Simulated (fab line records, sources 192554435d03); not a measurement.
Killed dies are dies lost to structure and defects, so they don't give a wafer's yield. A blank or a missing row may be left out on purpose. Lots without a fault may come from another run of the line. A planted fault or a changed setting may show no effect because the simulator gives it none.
Split-lot experiment | flow n5_finfet | 7 lots, 21 wafers read, on a route of 1938 steps

THE SPLIT
At N5_BEOL_M14_SPUTTER_43 (material TaN, target thk 15 nm, time 24.19 s), the setting time_s was moved away from the recipe's 24.19 s on 5 of the 21 wafers read, by -9.7% to +12.8%. The other wafers ran this setting at the recipe's value.

The reading is taken at the split's own step.

THE READING
TaN_of_BEOL_M14_SPUTTER_43.thk_nm (the simulator's own value, which no gauge read), in nm, at N5_BEOL_M14_SPUTTER_43 (material TaN, target thk 15 nm, time 24.19 s). The file gives no usual value for it. The 16 wafers here that ran the recipe average 14.9 nm, standard deviation 0.18 nm.

wafer  | tool, chamber at the split | time_s as run, s | against the recipe | TaN_of_BEOL_M14_SPUTTER_43.thk_nm, nm | against lot-mates on the recipe
L075.1 | pvd_sputter-02, -          | 24.19            | recipe             | 15.2                                  | -
L075.3 | pvd_sputter-02, -          | 24.19            | recipe             | 15.2                                  | -
L075.6 | pvd_sputter-02, -          | 24.19            | recipe             | 15.2                                  | -
L077.1 | pvd_sputter-01, -          | 25.42            | +5.1%              | 15.8                                  | +1.0
L077.2 | pvd_sputter-01, -          | 24.19            | recipe             | 14.8                                  | -
L077.5 | pvd_sputter-01, -          | 25.42            | +5.1%              | 15.6                                  | +0.8
L078.2 | pvd_sputter-02, -          | 24.19            | recipe             | 14.8                                  | -
L078.4 | pvd_sputter-02, -          | 24.19            | recipe             | 14.8                                  | -
L078.3 | pvd_sputter-02, -          | 25.97            | +7.4%              | 16.2                                  | +1.4
L081.2 | pvd_sputter-02, -          | 27.28            | +12.8%             | 17                                    | +2.0
L081.3 | pvd_sputter-02, -          | 24.19            | recipe             | 15                                    | -
L081.5 | pvd_sputter-02, -          | 24.19            | recipe             | 15                                    | -
L090.4 | pvd_sputter-02, -          | 24.19            | recipe             | 14.8                                  | -
L090.6 | pvd_sputter-02, -          | 24.19            | recipe             | 14.8                                  | -
L090.5 | pvd_sputter-02, -          | 24.19            | recipe             | 14.6                                  | -
L091.2 | pvd_sputter-03, -          | 24.19            | recipe             | 15                                    | -
L091.5 | pvd_sputter-03, -          | 24.19            | recipe             | 15                                    | -
L091.6 | pvd_sputter-03, -          | 24.19            | recipe             | 15.2                                  | -
L092.2 | pvd_sputter-02, -          | 24.19            | recipe             | 15                                    | -
L092.3 | pvd_sputter-02, -          | 24.19            | recipe             | 14.8                                  | -
L092.6 | pvd_sputter-02, -          | 21.85            | -9.7%              | 13.4                                  | -1.5

THE FIT
A straight line over all 21 wafers: TaN_of_BEOL_M14_SPUTTER_43.thk_nm changes by +0.16 nm for each +1% of time_s; r = +0.97; the points scatter about the line by 0.17 nm.
The same after taking each lot's own level away (the mean of its wafers on the recipe; 21 wafers): +0.163 nm for each +1%; r = +0.99; scatter 0.089 nm.
On that fit, the largest move of time_s shifts the reading by 2.1 nm.
The lots' own levels span 14.73 to 15.20 nm, that is 2.6 times the standard deviation above.
So the lot-to-lot level changes the slope little: the two slopes agree.
Check: with one of the wafers moved furthest among these (+12.8%) left out of the fit, the line predicts +2.18 nm for it against its lot-mates. It came out at +2 nm against them.

OTHER SPLITS ON THESE WAFERS
These wafers also went through other splits before the reading. Each is held against what the fit with the lots' levels taken away leaves over:
other split on the same wafers    | wafers away from the commonest value | r with TaN_of_BEOL_M14_SPUTTER_43.thk_nm (lot level and that fit taken away)
N5_BEOL_M13_ILD_DEP_00 time_s     | 2                                    | -0.03
N5_BEOL_M13_COAT_04 spin_rpm      | 5                                    | +0.34
N5_BEOL_M14_TRENCH_ETCH_34 time_s | 4                                    | -0.07

THE FILE'S OWN FIT
TaN_of_BEOL_M14_SPUTTER_43.thk_nm changes by +0.163 nm for each +1% of time_s, r = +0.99.
